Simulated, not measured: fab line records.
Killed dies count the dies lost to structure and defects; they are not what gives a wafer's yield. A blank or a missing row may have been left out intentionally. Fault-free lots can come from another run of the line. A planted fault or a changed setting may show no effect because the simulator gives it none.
A single fault, viewed from 2 desks -- flow n5Finfet -- each desk has only its own numbers; what lay behind them comes last

## AT THE TOOL OWNER'S DESK: lithoTrack-02
The tool's own readings at N5_BEOL_M2_COAT_62 (time 60 s, resist thk 12 nm): means of the sampled wafers that have a number, for each lot that ran on this tool. If a lot's mean is further than 4 standard deviations from the usual mean, the lot is out of limits and carries the mark OUT (the distance appears in the brackets).
Columns: A = resistLineTempC at N5_BEOL_M2_COAT_62, usual 23.03 C; B = spinSpeedRpm at N5_BEOL_M2_COAT_62, usual 1499.9 rpm
lot,first seen here,A,B
L546,day 6 10:33,23.09,1499.8
L562,day 10 01:41,23.10,1499.0
L563,day 10 11:40,23.01,1628.0 (+99 or more) OUT
L566,day 11 06:29,23.18,1626.3 (+99 or more) OUT
This desk's verdict: out of limits on L563, L566, starting with L563 at day 10 11:40 (spinSpeedRpm at N5_BEOL_M2_COAT_62). L546, L562: within limits.

## THE METROLOGY DESK
What the gauges read for every lot (on any tool): the sampled wafers with a number, averaged. If a lot's mean is further than 4 standard deviations from the usual mean, the lot is out of limits and carries the mark OUT (the distance appears in the brackets). 7 of its 11 readings are shown, namely those furthest out on some lot.
Columns: A = DIBL_N at N5_BEOL_M4_RC_MEAS_101, usual 36.3 mV/V; B = DIBL_P at N5_BEOL_M4_RC_MEAS_101, usual 36.2 mV/V; C = IOFF_N at N5_BEOL_M4_RC_MEAS_101, usual 0.16 nA/um; D = IOFF_P at N5_BEOL_M4_RC_MEAS_101, usual 0.21 nA/um; E = ION_N at N5_BEOL_M4_RC_MEAS_101, usual 673 uA/um; F = VT_N at N5_BEOL_M4_RC_MEAS_101, usual 251 mV; G = VT_P at N5_BEOL_M4_RC_MEAS_101, usual -251 mV
lot,first seen here,A,B,C,D,E,F,G
L546,day 6 08:16,35.5,34.5,0.15,0.21,680,251,-251
L548,day 6 16:37,34.2,34.8,0.14,0.17,662,254,-252
L549,day 7 03:13,35.4,35.1,0.15,0.18,667,251,-253
L550,day 7 11:08,37.9,38.1,0.18,0.26,672,251,-246
L552,day 7 16:30,39.8,39.6,0.25,0.28,682,245,-247
L553,day 8 07:48,35.5,34.8,0.13,0.17,662,254,-254
L556,day 8 14:59,35.5,35.8,0.16,0.19,684,250,-253
L559,day 9 12:32,37.0,36.4,0.16,0.18,671,250,-256
L562,day 9 23:30,35.7,36.4,0.16,0.24,682,248,-244
L563,day 10 10:02,36.9,34.5,0.15,0.20,665,253,-252
L566,day 11 05:55,35.8,36.0,0.14,0.16,671,252,-259
L569,day 12 07:12,38.7,40.4,0.22,0.27,697,245,-248
Finding of this desk: none of the 12 lots has anything out of limits.

## ALL TOGETHER
The tool owner's desk could have raised an alarm at day 10 11:40, on L563, L566.
Nothing out of limits was seen by the metrology desk.
The metrology desk has L563, L566 on record, within its limits.
The lots listed all ran N5_BEOL_M2_COAT_62 on lithoTrack-02.

## WHAT HAD BEEN PUT IN BY THE SIMULATOR
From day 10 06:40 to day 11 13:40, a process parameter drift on lithoTrack-02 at N5_BEOL_M2_COAT_62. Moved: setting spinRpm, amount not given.
Shown lots that were struck: L563, L566.
Hours from the fault's start to each desk's first reading out of limits: the tool owner's desk, 5.
